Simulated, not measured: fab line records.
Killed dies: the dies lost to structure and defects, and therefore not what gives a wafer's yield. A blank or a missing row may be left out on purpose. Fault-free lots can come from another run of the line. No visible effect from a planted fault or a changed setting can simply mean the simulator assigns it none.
Struck lot and sound lot, side by side :: flow n5 finfet :: 26 out of 1938 route steps
Sound: these wafers, L123.1, L123.2, L123.6. The struck wafers were L138.1, L138.5, L138.6. The cause comes at the end.
Per side, at each step with rows, come the tool, then ch with its chambers, and then its first start. Under that, the readings that differ: sound wafers :: struck wafers :: difference of the means :: sigmas: that difference in standard deviations of wafers without a fault.
alike: readings with means less than 2 such deviations apart, plus words and numbers identical on both sides. not compared: withheld readings, readings lacking a value on some wafer, bounds such as >300 that could conceal the same value, and numbers that have no deviation in the record and whose values overlap.
The two part at a step that has a row with sigmas, a row that says differs or no value, or rows on one side only. Numbers that have no deviation but don't overlap get no sigmas and don't part them. Lack of a reading on every wafer of one side parts them only where that side has two or more wafers.

first, 9 steps without rows for these wafers: N5_SD_EPI_N_EBR_05; N5_SD_EPI_N_SOFTBAKE_04 (time 60 s); N5_SD_EPI_N_EXPOSE_06 (exposes mask SD N BLK, target cd 120 nm); N5_SD_EPI_N_PEB_07 (peb time 60 s); N5_SD_EPI_N_DEVELOP_08 (develop time 30 s); N5_SD_EPI_N_DESCUM_14 (chemistry O2, time 7.9 s); N5_SD_EPI_N_ETCH_34 (etches SiARC in CF4, target depth 45.5 nm, time 75.8 s); N5_SD_EPI_N_ETCH_35 (etches SOC in N2/H2, overetch 108 nm, time 486 s); N5_SD_EPI_N_STRIP_36 (strips in N2/H2).
N5_SD_EPI_N_ETCHBACK_44: etches SiNx in CH3F/O2, stops on SiO2, target depth 14.5 nm.
  sound on rie diel-02 ch 0,3, day 4 14:01; struck on rie diel-06 ch 0,3, day 8 07:01
  no value came back on the struck wafers for any of 8 readings (CH3F_flow_sccm (sccm), O2_flow_sccm (sccm) and others); on the sound wafers CH3F_flow_sccm (sccm) reads 29.86 29.77 29.89
reading: model.SiARC_of_SD_EPI_N_COAT_33.thk nm (nm)
sound: 15.6 15.2 15.4
struck: 20.4 19.2 20.2
difference: +4.5
sigmas: 
  not compared: rf hours counter h
then, 1 step without rows for these wafers: N5_SD_EPI_N_ETCH_45 (etches SiOCN in CH3F/O2, target depth 6 nm).
N5_SD_EPI_N_ETCH_16: etches SiO2 in CHF3/O2, target depth 5 nm.
  sound on rie diel-02 ch 0,3, day 4 14:13; struck on rie diel-06 ch 0,3, day 8 07:13
reading: model.SiARC_of_SD_EPI_N_COAT_33.thk nm (nm)
sound: 12 11.6 11.8
struck: 17 15.6 16.8
difference: +5
sigmas: 
  alike: CHF3_flow_sccm, drypump motor current A, oes_f_703_au, oes product au, rf vpp V, showerhead plenum p Torr, throttle valve pct
  not compared: rf hours counter h
then, 8 steps without rows for these wafers: N5_SD_EPI_N_STRIP_47 (strips in CHF3/O2); N5_SD_EPI_N_SD_RECESS_17 (chemistry HBr/Cl2/O2, target depth 41 nm, time 23.7 s, bt time 3 s); N5_SD_EPI_N_STRIP_38 (strips in N2/H2); N5_SD_EPI_N_WET_ETCH_43 (etches SiO2 in dHF, time 14 s, target depth 1.5 nm); N5_SD_EPI_N_STRIP_18 (strips in SPM, time 750 s); N5_SD_EPI_N_SRD_20 (time 30 s); N5_SD_EPI_N_PRECLEAN_48 (cleans in NF3:NH3, afs cycles 2, time 20 s, sublimation time 60 s); N5_SD_EPI_N_VAPOR_ETCH_50 (etches Si in HCl, time 54 s).
N5_SD_EPI_N_EPI_21: deposits Si:P, time 690 s.
  sound on epi rpcvd-02 ch 0, day 4 15:27; struck on epi rpcvd-02 ch 0, day 8 08:28
reading: model.Si-P_of_SD_EPI_N_EPI_21.thk nm (nm)
sound: 57.8 58 58
struck: 0.2 1.2 0.6
difference: -57.3
sigmas: 
  alike: susceptor temp C
N5_SD_EPI_N_EPI_MEAS_23:
  struck on film metro-01, day 8 10:44; sound on film metro-02, day 4 17:44
reading: thk nm (nm)
sound: 57.8 57.9 57.7
struck: 0.7 1.2 0.6
difference: -57.0
sigmas: -44
N5_SD_EPI_N_PRECLEAN_24: cleans in O3/DIW, time 60 s.
  sound on wet bench-05 ch 0,5,6, day 4 17:47; struck on wet bench-05 ch 3,6,7, day 8 10:47
reading: model.Si-P_of_SD_EPI_N_EPI_21.thk nm (nm)
sound: 57.4 57.6 57.6
struck: 0.2 1.2 0.6
difference: -56.9
sigmas: 
then, 1 step without rows for these wafers: N5_SD_EPI_N_SRD_25 (time 30 s).
N5_BEOL_M4_RC_MEAS_101:
  the record has rows for the sound wafers here (prober-02 ch 0, day 9 07:58) and none for the struck ones
-- the record jumps here: 10 days lie between the struck wafers' starts before and after (it left off in module BEOL_M4 and takes up again in module PASSIVATION, whose first step shown is number 1936 of the route) --
N5_PASSIVATION_PROBE_49:
  struck on prober-01, day 18 02:43; sound on prober-01, day 14 03:52
reading: killed at front end
sound: 40 42 14
struck: 1123 1112 1124
difference: +1088
sigmas: +91

reading: killed dies
sound: 88 105 83
struck: 1180 1180 1180
difference: +1088
sigmas: +60

reading: killed on rim
sound: 15 12 6
struck: 152 152 152
difference: +141
sigmas: +34
  alike: killed_at_M0_to_M3, killed_at_M4_up, killed at contacts, killed at other, killed open, killed short

## WHERE THEY PART
Last at N5_PASSIVATION_PROBE_49 as far as this record goes, first at N5_SD_EPI_N_ETCHBACK_44.

WHY: what the simulator had put in
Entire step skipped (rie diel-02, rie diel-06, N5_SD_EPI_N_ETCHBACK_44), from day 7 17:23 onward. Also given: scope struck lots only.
